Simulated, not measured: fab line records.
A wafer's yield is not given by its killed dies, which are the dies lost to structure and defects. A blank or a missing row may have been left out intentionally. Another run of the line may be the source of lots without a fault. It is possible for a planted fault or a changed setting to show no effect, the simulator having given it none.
Split-lot study | flow n5 finfet | route with 1938 steps; 7 lots, 21 wafers read

## ON THE SPLIT
At N5_BEOL_M9_CMP_52 (polishes, stops on SiCOH lowk, t overpolish 7 s, target thk 140 nm), the setting down force psi was moved away from the recipe's 1 psi on 3 of the 21 wafers read, by -19.3% to -7.1%. All remaining wafers had this setting at the recipe value.

The reading is taken at the split's own step.

## THE READING
barrier field endpoint s, in s, at N5_BEOL_M9_CMP_52 (polishes, stops on SiCOH lowk, t overpolish 7 s, target thk 140 nm). A value of 28.6 s with a standard deviation of 0.81 s is what fault-free wafers of this fab line usually give.

wafer  | tool, chamber at the split | down force psi as run, psi | against the recipe | barrier field endpoint s, s | against lot-mates on the recipe
L074.2 | cmp-03, 2                  | 1                          | recipe             | 27.8                        | -
L074.1 | cmp-03, 3                  | 1                          | recipe             | 27.9                        | -
L074.3 | cmp-03, 0                  | 0.9295                     | -7.1%              | 30.3                        | +2.4
L079.4 | cmp-01, 0                  | 1                          | recipe             | 29.9                        | -
L079.2 | cmp-01, 1                  | 1                          | recipe             | 29.2                        | -
L079.6 | cmp-01, 1                  | 1                          | recipe             | 29.8                        | -
L083.3 | cmp-03, 1                  | 0.8073                     | -19.3%             | 36.8                        | +8.1
L083.4 | cmp-03, 2                  | 1                          | recipe             | 28.7                        | -
L083.2 | cmp-03, 3                  | 0.8073                     | -19.3%             | 35.1                        | +6.4
L087.4 | cmp-01, 2                  | 1                          | recipe             | 29.8                        | -
L087.5 | cmp-01, 3                  | 1                          | recipe             | 28.3                        | -
L087.6 | cmp-01, 0                  | 1                          | recipe             | 29.7                        | -
L092.4 | cmp-01, 0                  | 1                          | recipe             | 29.6                        | -
L092.3 | cmp-01, 1                  | 1                          | recipe             | 29.6                        | -
L092.1 | cmp-01, 3                  | 1                          | recipe             | 28.2                        | -
L094.3 | cmp-03, 1                  | 1                          | recipe             | 29.1                        | -
L094.5 | cmp-03, 3                  | 1                          | recipe             | 29.0                        | -
L094.6 | cmp-03, 0                  | 1                          | recipe             | 27.2                        | -
L095.3 | cmp-02, 0                  | 1                          | recipe             | 28.8                        | -
L095.1 | cmp-02, 1                  | 1                          | recipe             | 27.8                        | -
L095.4 | cmp-02, 3                  | 1                          | recipe             | 29.0                        | -

THE FIT
A straight line over all 21 wafers: barrier field endpoint s changes by -0.36 s for each +1% of down force psi; r = -0.93; the points scatter about the line by 0.87 s.
The same after taking each lot's own level away (the mean of its wafers on the recipe; 21 wafers): -0.375 s for each +1%; r = -0.96; scatter 0.63 s.
On that fit, the largest move of down force psi shifts the reading by 7.2 s.
From 27.85 to 29.63 s: that is the span of the lots' own levels, equal to 2.2 times the standard deviation above.
So the lot-to-lot level changes the slope little: the two slopes agree.
Check: +6.43 s against its lot-mates is what the line predicts for one of the wafers moved furthest among these (-19.3%) when that wafer is left out of the fit. It came out at +8.1 s against them.
Tool readings at the split's step, against how far the setting was moved: barrier field endpoint s r = -0.93.

## FURTHER SPLITS ON THESE WAFERS
Note: prior to the reading, these wafers also went through further splits. Each is held against what the fit with the lots' levels taken away leaves over:
other split on the same wafers     | wafers away from the commonest value | r with barrier field endpoint s (lot level and that fit taken away)
N5_BEOL_M3_COAT_68 spin rpm        | 8                                    | +0.02
N5_BEOL_M4_COAT_62 spin rpm        | 6                                    | +0.06
N5_BEOL_M4_COAT_05 spin rpm        | 4                                    | -0.08
N5_BEOL_M4_TRENCH_ETCH_37 time s   | 5                                    | -0.33
N5_BEOL_M4_SURFACE_TREAT_85 time s | as run: not given for these wafers   | -
N5_BEOL_M5_TRENCH_ETCH_37 time s   | 8                                    | -0.05
N5_BEOL_M5_ETCH_41 source w        | 5                                    | +0.44
N5_BEOL_M8_ALD_77 ald cycles       | 9                                    | +0.02

## THE FILE'S OWN FIT
barrier field endpoint s changes by -0.374 s for each +1% of down force psi, r = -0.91.
